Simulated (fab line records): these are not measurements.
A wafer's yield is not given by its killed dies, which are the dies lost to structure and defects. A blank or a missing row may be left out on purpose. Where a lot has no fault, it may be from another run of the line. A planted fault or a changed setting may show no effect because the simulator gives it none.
Struck lot and sound lot, side by side -- flow n5 finfet -- 15 out of 1938 route steps
Sound: wafers L663.1, L663.4, L663.6. Wafers struck: L666.1, L666.3, L666.4. Last of all comes the cause.
For every step that has rows: the tool of each side, followed by ch and its chambers, followed by its first start. Under that, the readings that differ: sound wafers -- struck wafers -- difference of the means -- sigmas: that difference in standard deviations of wafers without a fault.
alike: readings with means less than 2 such deviations apart, plus words and numbers identical on both sides. not compared: withheld readings, readings lacking a value on some wafer, bounds such as >300 that could conceal the same value, and numbers that have no deviation in the record and whose values overlap.
Wherever a step has rows on one side only, a row that says differs or no value, or a row with sigmas, the two part there. Non-overlapping numbers with no deviation appear without sigmas and do not part them. A reading missing from all wafers of one side parts the sides only when that side holds two or more wafers.

first, 2 steps without rows for these wafers: N5_BEOL_M8_CURE_75 (cures SiCOH lowk, time 120 s); N5_BEOL_M8_DEGAS_44 (time 60 s).
N5_BEOL_M8_PRE_CLEAN_45: time 30 s.
  sound on pvd sputter-03 at day 10 01:34; struck on pvd sputter-01 at day 10 21:16
  alike: heater power w
N5_BEOL_M8_ALD_77: deposits TaN, target thk 2 nm, pulse time 2 s, purge time 3 s.
  sound on ald metal-02 ch 1,2, day 10 01:37; struck on ald metal-01 ch 0,2,3, day 10 21:21
  alike: chamber pressure Torr, heater power w
N5_BEOL_M8_SURFACE_TREAT_79:
  sound on pvd sputter-01 at day 10 01:58; struck on pvd sputter-01 at day 10 21:47
  not compared: throttle valve pct
then, 1 step without rows for these wafers: N5_BEOL_M8_CVD_78 (deposits Co from CCTBA/H2, target thk 2 nm, time 142.3 s).
N5_BEOL_M8_SPUTTER_48: material Cu, target thk 10 nm, time 1.667 s.
  sound on pvd sputter-01 at day 10 03:58; struck on pvd sputter-01 at day 10 21:59
  alike: chamber pressure pa, throttle valve pct
then, 1 step without rows for these wafers: N5_BEOL_M8_ECD_50 (material Cu, target thk 300 nm).
N5_BEOL_M8_ANNEAL_51: time 90 s.
  sound on rtp anneal-01 ch 0, day 10 04:26; struck on rtp anneal-02 ch 0, day 10 22:59
  alike: anneal temp c, wafer_temp_C_max
then, 1 step without rows for these wafers: N5_BEOL_M8_CMP_52 (polishes, stops on SiCOH lowk, t overpolish 6.9 s, target thk 80 nm).
N5_BEOL_M8_THK_MEAS_53: measures by xrf.
  sound on film metro-01 at day 10 05:01; struck on film metro-02 at day 10 23:35
  alike: M8_THK
then, 1 step without rows for these wafers: N5_BEOL_M8_PRE_CLEAN_55 (time 15 s).
N5_BEOL_M8_DEP_56: deposits SiCN from 3MS/NH3, target thk 10 nm, time 17.5 s.
  sound on pecvd-02 ch 0, day 10 05:06; struck on pecvd-04 ch 1,2, day 10 23:50
  alike: chamber pressure Torr, showerhead plenum p Torr, throttle valve pct
N5_BEOL_M8_RS_MEAS_57: measurement is done with a four-point probe.
  sound on film metro-01 at day 10 05:11; struck on film metro-02 at day 10 23:55
  alike: M8_RS
N5_PASSIVATION_PROBE_49:
  the record holds rows for the sound wafers here (prober-02, day 12 19:16) but none for the struck ones

WHERE THEY PART
Only at N5_PASSIVATION_PROBE_49, within this record.

WHY: whatever the simulator had introduced
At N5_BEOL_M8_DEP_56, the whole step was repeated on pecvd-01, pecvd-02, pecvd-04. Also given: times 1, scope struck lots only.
